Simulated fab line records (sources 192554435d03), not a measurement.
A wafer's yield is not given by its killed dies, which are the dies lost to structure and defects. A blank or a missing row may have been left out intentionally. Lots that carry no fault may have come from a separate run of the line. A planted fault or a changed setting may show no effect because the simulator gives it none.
fab line records -- flow n5Finfet
record: lots: 12, wafers: 30, lastDay: 17
route steps=1938 shown BEOL_M8@1336
lots with no fault: from the same line, run without faults
startH: the number of hours between the record's first day and the start of the first shown wafer of the lot -- waitH: hours since the lot's step before -- " repeats the value in the row above -- L1.1+2: a single row standing in for several wafers -- - no value, or no start given -- * or withheld: withheld -- < > ~ a bound
route shown NAME@n: NAME is a module with steps in the file, n the number in the route of the first one -- usual: mean/standard deviation of fault-free wafers -- same: alike in all rows -- chamber/n: place in a boat -- sites: each site's reading -- _std_site: the values' standard deviation -- _edge_site: outer sites' mean less inner sites' -- radiusMm: for every site, how far away it sits from the centre of the wafer -- mask NAME#n: copy n -- behind: the last tool/chamber to shape the wafer -- hold: reason for holding the lot/hours on hold/outcome of the hold -- device: which transistor (n, p or np) failed to switch -- end of line: the tests these same wafers got at the end of their route -- where a step has no rows: the recipe by itself -- killed: not the wafer's yield, but the dies lost to structure and defects at the first sort -- map: a wafer's dies, marking killed ones x, the rest . and places with no die _
set.NAME: the setting that was run; set.NAME@STEP: the one run at that earlier step -- model.NAME: the simulator's own value behind a step, which no gauge read
a sample of lots followed through the steps of the route, with each step as a table and each wafer as a row
services: from which hour (startH, from the record's first day; less than 0 if before it) a tool's chamber was out of use, for how many hours, and why
== steps ==
step: N5_BEOL_M8_HM_DEP_02
recipe: material: TiN, targetThkA: 200, tempC: 25, chamberPressurePa: 0.49996
usual: throttleValvePct: 30.2/0.92
lot.wafer,tool,chamber,startH,waitH,throttleValvePct
L175.2,pvdSputter-01,-,199.04,0.4,31.5
L175.3,pvdSputter-01,-,199.04,0.4,30.4
L175.6,pvdSputter-01,-,199.04,0.4,29.5
L174.1,pvdSputter-02,-,208.93,1.0,29.3
L174.2,pvdSputter-02,-,208.93,1.0,29.0
L176.1,pvdSputter-02,-,209.03,1.0,29.6
L176.3,pvdSputter-02,-,209.03,1.0,30.4
L178.1,pvdSputter-01,-,229.61,0.6,32.0
L178.2,pvdSputter-01,-,229.61,0.6,29.4
L178.5,pvdSputter-01,-,229.61,0.6,30.9
L181.3,pvdSputter-01,-,244.73,1.3,30.4
L181.4,pvdSputter-01,-,244.73,1.3,29.3
L191.1,pvdSputter-02,-,304.00,1.2,30.1
L191.2,pvdSputter-02,-,304.00,1.2,29.0
L191.4,pvdSputter-02,-,304.00,1.2,29.7
L190.2,pvdSputter-01,-,308.83,2.5,31.1
L190.5,pvdSputter-01,-,308.83,2.5,30.5
L190.6,pvdSputter-01,-,308.83,2.5,29.7
L193.3,pvdSputter-03,-,312.98,0.4,30.2
L193.4,pvdSputter-03,-,312.98,0.4,30.3
L193.5,pvdSputter-03,-,312.98,0.4,29.5
L192.3,pvdSputter-03,-,317.12,2.0,29.3
L192.4,pvdSputter-03,-,317.12,2.0,30.2
L194.2,pvdSputter-03,-,331.86,2.1,29.6
L194.5,pvdSputter-03,-,331.86,2.1,29.3
L196.3,pvdSputter-02,-,339.52,2.5,29.0
L196.6,pvdSputter-02,-,339.52,2.5,29.2
L197.1,pvdSputter-02,-,340.34,1.8,29.5
L197.3,pvdSputter-02,-,340.34,1.8,30.1
L197.4,pvdSputter-02,-,340.34,1.8,29.1
step: N5_BEOL_M8_STRIP_19
recipe: chemistry: O2, powerW: 400, tempC: 40, pressureMtorr: 30, rfFrequencyHz: 6e+07, biasPowerW: 0, overashFraction: 0.2, o2FlowSccm: 225
usual: drypumpMotorCurrentA: 5.7/0.42, oesProductAu: 0.83/0.055, rfVppV: 3.6/0.59, showerheadPlenumPTorr: 2.14/0.071, tempC: 40.01/0.1, throttleValvePct: 16.61/0.22
same: overashFraction: 0.2
lot.wafer,tool,chamber,startH,waitH,drypumpMotorCurrentA,oesProductAu,rfHoursCounterH,rfVppV,showerheadPlenumPTorr,tempC,throttleValvePct
L175.2,rieDiel-02,0,200.02,0.1,6.4,0.92,34,4.5,2.04,39.93,16.75
L175.3,rieDiel-02,2,200.02,0.1,5.6,0.67,252,3.6,2.07,40.01,16.89
L175.6,rieDiel-02,0,200.02,0.1,6.4,0.94,-,3.0,2.04,39.84,16.74
L174.1,rieDiel-06,0,209.78,0.1,6.2,0.84,65,3.5,2.23,39.89,16.34
L174.2,rieDiel-06,3,209.78,0.1,5.8,0.84,83,4.8,2.19,40.00,16.36
L176.1,rieDiel-03,0,210.04,0.1,6.2,0.82,107,3.9,2.09,39.90,16.89
L176.3,rieDiel-03,2,210.04,0.1,5.5,0.88,47,2.7,2.22,40.14,16.77
L178.1,rieDiel-03,1,230.87,0.2,5.7,0.88,32,2.4,2.25,40.20,16.67
L178.2,rieDiel-03,2,230.87,0.2,5.5,0.87,54,3.7,2.22,40.30,16.78
L178.5,rieDiel-03,2,230.87,0.2,5.5,0.86,-,2.8,2.21,40.17,16.80
L181.3,rieDiel-02,3,245.72,0.1,4.9,0.78,115,3.9,2.12,40.16,16.40
L181.4,rieDiel-02,3,245.72,0.1,4.9,0.78,-,4.0,2.12,40.17,16.43
L191.1,rieDiel-03,1,305.07,0.2,5.6,0.86,60,4.8,2.24,39.95,16.70
L191.2,rieDiel-03,3,305.07,0.2,5.6,0.80,97,2.8,2.12,40.02,16.57
L191.4,rieDiel-03,2,305.07,0.2,5.5,0.83,80,3.9,2.21,40.12,16.86
L190.2,rieDiel-03,1,310.43,0.3,5.7,0.85,62,4.0,2.24,40.00,16.69
L190.5,rieDiel-03,1,310.43,0.3,5.6,0.85,-,3.1,2.24,39.89,16.69
L190.6,rieDiel-03,2,310.43,0.3,5.5,0.85,-,4.3,2.20,39.84,16.83
L193.3,rieDiel-02,3,314.18,0.1,4.9,0.76,138,3.9,2.11,40.07,16.46
L193.4,rieDiel-02,1,314.18,0.1,5.7,0.89,34,3.8,2.12,40.05,16.22
L193.5,rieDiel-02,3,314.18,0.1,4.9,0.75,-,4.1,2.11,39.97,16.46
L192.3,rieDiel-02,3,318.20,0.1,4.9,0.76,139,5.4,2.11,39.86,16.45
L192.4,rieDiel-02,1,318.20,0.1,5.7,0.89,35,3.7,2.12,39.93,16.25
L194.2,rieDiel-06,1,333.50,0.7,6.1,0.74,155,3.9,2.03,39.96,16.83
L194.5,rieDiel-06,2,333.50,0.7,5.1,0.80,-,3.2,2.12,39.99,16.30
L196.3,rieDiel-06,1,341.01,0.2,6.1,0.72,159,3.6,2.03,39.90,16.84
L196.6,rieDiel-06,1,341.01,0.2,6.1,0.73,-,4.0,2.03,40.16,16.82
L197.1,rieDiel-03,1,342.06,0.2,5.7,0.83,74,4.2,2.24,39.95,16.73
L197.3,rieDiel-03,0,342.06,0.2,6.2,0.77,157,4.4,2.08,40.11,16.99
L197.4,rieDiel-03,3,342.06,0.2,5.6,0.77,113,3.7,2.12,40.18,16.58
step: N5_BEOL_M8_COAT_63
recipe: resist: SOC, tempC: 250, timeS: 60, spinRpm: 1500, resistThkNm: 60
usual: spinSpeedRpm: 1500.0/1.2
lot.wafer,tool,chamber,startH,waitH,spinSpeedRpm
L175.2,lithoTrack-02,0,202.74,2.7,1498.8
L175.3,lithoTrack-02,0,202.74,2.7,1500.6
L175.6,lithoTrack-02,0,202.74,2.7,1499.9
L174.1,lithoTrack-02,0,212.04,2.2,1500.4
L174.2,lithoTrack-02,0,212.04,2.2,1500.3
L176.1,lithoTrack-04,0,213.12,3.0,1500.6
L176.3,lithoTrack-04,0,213.12,3.0,1500.4
L178.1,lithoTrack-02,0,233.03,2.1,1501.6
L178.2,lithoTrack-02,0,233.03,2.1,1500.7
L178.5,lithoTrack-02,0,233.03,2.1,1500.9
L181.3,lithoTrack-02,0,246.03,0.2,1499.2
L181.4,lithoTrack-02,0,246.03,0.2,1501.7
L191.1,lithoTrack-02,0,307.97,2.8,1182.0
L191.2,lithoTrack-02,0,307.97,2.8,1180.9
L191.4,lithoTrack-02,0,307.97,2.8,1181.1
L190.2,lithoTrack-02,0,311.44,0.9,1180.1
L190.5,lithoTrack-02,0,311.44,0.9,1180.2
L190.6,lithoTrack-02,0,311.44,0.9,1181.5
L193.3,lithoTrack-03,0,315.75,1.5,1502.5
L193.4,lithoTrack-03,0,315.75,1.5,1499.6
L193.5,lithoTrack-03,0,315.75,1.5,1500.8
L192.3,lithoTrack-03,0,318.80,0.5,1500.2
L192.4,lithoTrack-03,0,318.80,0.5,1498.8
L194.2,lithoTrack-03,0,333.61,0.0,1498.2
L194.5,lithoTrack-03,0,333.61,0.0,1499.5
L196.3,lithoTrack-03,0,341.33,0.2,1499.5
L196.6,lithoTrack-03,0,341.33,0.2,1500.0
L197.1,lithoTrack-04,0,344.11,2.0,1500.0
L197.3,lithoTrack-04,0,344.11,2.0,1502.0
L197.4,lithoTrack-04,0,344.11,2.0,1499.6
step: N5_BEOL_M8_DESCUM_33
recipe: chemistry: O2, timeS: 7, sourcePowerW: 50, biasPowerW: 20, pressureMtorr: 20, rfFrequencyHz: 2.712e+07, tempC: 40, resist: CAR-EUV, o2FlowSccm: 225
usual: drypumpMotorCurrentA: 5.7/0.41, oesProductAu: 0.83/0.058, rfVppV: 243.7/1.3, showerheadPlenumPTorr: 2.13/0.067, tempC: 40.00/0.13, throttleValvePct: 20.34/0.25
lot.wafer,tool,chamber,startH,waitH,drypumpMotorCurrentA,oesProductAu,rfHoursCounterH,rfVppV,showerheadPlenumPTorr,tempC,throttleValvePct
L175.2,rieDiel-03,3,203.13,0.0,5.6,0.84,62,243.6,2.13,40.16,20.33
L175.3,rieDiel-03,2,203.13,0.0,5.5,0.88,44,245.8,2.21,39.93,20.56
L175.6,rieDiel-03,0,203.13,0.0,6.1,0.82,-,243.0,2.09,39.87,20.64
L174.1,rieDiel-06,0,212.55,0.0,6.2,0.83,66,243.9,2.23,40.11,20.15
L174.2,rieDiel-06,1,212.55,0.0,6.1,0.76,116,242.1,2.04,39.85,20.53
L176.1,rieDiel-02,0,213.51,0.0,6.4,0.91,40,243.3,2.03,40.12,20.58
L176.3,rieDiel-02,2,213.51,0.0,5.6,0.66,258,243.1,2.06,39.95,20.64
L178.1,rieDiel-03,1,233.43,0.0,5.6,0.89,33,245.1,2.25,40.06,20.42
L178.2,rieDiel-03,2,233.43,0.0,5.5,0.87,55,245.1,2.21,40.23,20.58
L178.5,rieDiel-03,3,233.43,0.0,5.6,0.82,-,243.8,2.13,39.90,20.33
L181.3,rieDiel-02,3,246.42,0.0,4.9,0.79,115,243.5,2.12,40.13,20.17
L181.4,rieDiel-02,3,246.42,0.0,4.9,0.79,-,244.0,2.12,40.02,20.19
L191.1,rieDiel-02,1,308.73,0.3,5.7,0.89,32,243.5,2.12,40.11,19.94
L191.2,rieDiel-02,3,308.73,0.3,4.9,0.76,136,242.8,2.11,40.11,20.21
L191.4,rieDiel-02,0,308.73,0.3,6.4,0.85,76,241.1,2.02,39.89,20.64
L190.2,rieDiel-03,2,311.96,0.0,5.5,0.83,83,246.3,2.20,40.07,20.64
L190.5,rieDiel-03,3,311.96,0.0,5.6,0.79,-,243.0,2.12,39.80,20.38
L190.6,rieDiel-03,0,311.96,0.0,6.1,0.78,-,243.7,2.08,40.01,20.70
L193.3,rieDiel-06,2,316.14,0.0,5.1,0.82,77,243.2,2.12,39.91,20.02
L193.4,rieDiel-06,0,316.14,0.0,6.1,0.79,103,244.1,2.21,40.17,20.19
L193.5,rieDiel-06,0,316.14,0.0,6.1,0.79,-,244.8,2.21,40.04,20.17
L192.3,rieDiel-06,2,319.19,0.0,5.1,0.81,78,241.0,2.11,40.12,20.02
L192.4,rieDiel-06,0,319.19,0.0,6.1,0.79,104,244.6,2.21,40.12,20.20
L194.2,rieDiel-03,3,334.25,0.3,5.6,0.78,109,242.6,2.12,40.06,20.40
L194.5,rieDiel-03,3,334.25,0.3,5.6,0.78,-,244.1,2.12,40.15,20.40
L196.3,rieDiel-03,3,342.55,0.7,5.6,0.78,114,245.0,2.11,39.96,20.41
L196.6,rieDiel-03,2,342.55,0.7,5.5,0.83,-,243.7,2.20,40.14,20.65
L197.1,rieDiel-03,3,345.08,0.5,5.6,0.78,115,243.2,2.11,40.00,20.40
L197.3,rieDiel-03,2,345.08,0.5,5.5,0.82,97,245.3,2.20,40.17,20.66
L197.4,rieDiel-03,1,345.08,0.5,5.7,0.83,76,245.5,2.23,40.26,20.48
== services ==
tool,chamber,startH,hours,kind
rieDiel-02,2,177.14,9.3,repair
rieDiel-02,1,178.63,14.1,repair
rieDiel-03,1,186.86,6.5,repair
rieDiel-02,1,193.11,-,clean
rieDiel-02,1,193.11,-,consumableReplace:focusRing
rieDiel-02,1,193.11,25.0,scheduledDown
rieDiel-02,1,193.11,25.0,ventCycle
rieDiel-03,1,202.38,5.7,repair
rieDiel-03,-,207.12,0.4,repair
rieDiel-02,2,220.79,6.6,repair
rieDiel-02,3,222.10,1.4,repair
rieDiel-02,2,227.67,-,clean
rieDiel-02,2,227.67,-,consumableReplace:focusRing
rieDiel-02,2,227.67,19.5,scheduledDown
rieDiel-02,2,227.67,19.5,ventCycle
rieDiel-03,2,246.73,2.6,repair
pvdSputter-01,-,265.60,4.9,repair
pvdSputter-02,-,306.05,1.9,repair
rieDiel-06,-,307.32,2.8,pm
rieDiel-02,-,329.88,24.2,repair
== key ==
firstSign: step: N5_BEOL_M8_COAT_63, reading: spinSpeedRpm, direction: down, sigmas: 99+, usual: *, struck: *
effect none on later readings
metAt N5_BEOL_M8_COAT_63
struckLots L190,L191
notActingAt N5_BEOL_M8_HM_DEP_02,N5_BEOL_M8_STRIP_19,N5_BEOL_M8_DESCUM_33
onsetBetween 246.03 307.97
fault: kind: processParameterDrift, tool: lithoTrack-02, chamber: -, onsetH: 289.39, steps: N5_BEOL_M8_COAT_63, channel: spinRpm, offset: *, shape: step, endH: 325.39, actsIn: *, stated: *
